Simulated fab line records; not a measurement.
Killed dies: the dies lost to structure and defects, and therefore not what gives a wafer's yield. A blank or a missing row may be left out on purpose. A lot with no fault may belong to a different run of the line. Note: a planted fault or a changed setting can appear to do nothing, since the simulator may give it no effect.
Chamber matching / flow n5-finfet / N5_BEOL_M9_CURE_72 on uv-cure-02 has 3 sister chambers
The step cures SiCOH lowk, time 120 s. 6 wafers are shown with their chamber, then 9 later ones without.

WAFERS, EACH WITH ITS CHAMBER
wafer=L084.5; chamber=0; wafer_temp_C_max=372.0; lamp-power-pct (%)=52.28
wafer=L084.6; chamber=0; wafer_temp_C_max=371.0; lamp-power-pct (%)=52.38
wafer=L092.2; chamber=1; wafer_temp_C_max=371.2; lamp-power-pct (%)=52.32
wafer=L092.3; chamber=1; wafer_temp_C_max=371.5; lamp-power-pct (%)=52.29
wafer=L095.4; chamber=2; wafer_temp_C_max=372.4; lamp-power-pct (%)=52.40
wafer=L095.5; chamber=2; wafer_temp_C_max=372.0; lamp-power-pct (%)=52.34

WAFERS MISSING THEIR CHAMBER
wafer=L097.2; wafer_temp_C_max=372.0; lamp-power-pct (%)=52.29
wafer=L097.3; wafer_temp_C_max=371.6; lamp-power-pct (%)=52.37
wafer=L097.6; wafer_temp_C_max=371.9; lamp-power-pct (%)=52.33
wafer=L094.1; wafer_temp_C_max=371.7; lamp-power-pct (%)=52.35
wafer=L094.4; wafer_temp_C_max=371.5; lamp-power-pct (%)=52.21
wafer=L094.6; wafer_temp_C_max=371.8; lamp-power-pct (%)=52.28
wafer=L096.3; wafer_temp_C_max=372.0; lamp-power-pct (%)=52.28
wafer=L096.4; wafer_temp_C_max=372.4; lamp-power-pct (%)=52.33
wafer=L096.6; wafer_temp_C_max=372.5; lamp-power-pct (%)=52.32

WHICH CHAMBER EACH ONE RAN IN
wafer=L097.2; from the rows above=can't be placed: 0 or 1 or 2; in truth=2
wafer=L097.3; from the rows above=can't be placed: 0 or 2 or 1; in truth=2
wafer=L097.6; from the rows above=can't be placed: 0 or 2 or 1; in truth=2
wafer=L094.1; from the rows above=can't be placed: 0 or 2 or 1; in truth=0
wafer=L094.4; from the rows above=can't be placed: 1 or 0 or 2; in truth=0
wafer=L094.6; from the rows above=can't be placed: 1 or 0 or 2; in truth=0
wafer=L096.3; from the rows above=can't be placed: 0 or 1 or 2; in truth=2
wafer=L096.4; from the rows above=can't be placed: 2 or 0 or 1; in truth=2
wafer=L096.6; from the rows above=can't be placed: 2 or 0 or 1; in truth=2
Correct placement for 0 of the 9. From these rows, 9 cannot be placed; in 9 the true chamber is one of the candidates. Placed wrongly: 0.
How it was worked out, from the rows above alone: a wafer's distance from a chamber is the root of the sum, over the readings, of the square of ((its reading less the chamber's mean) divided by the reading's scatter). The wafer belongs to the nearest chamber; if the next one is less than 2 further off, it can't be placed. For every chamber, the mean is computed from those of its wafers that are shown. The scatter is the square root of a quotient: the sum, over the shown wafers, of each reading's squared deviation from its chamber's mean, divided by wafers minus chambers.
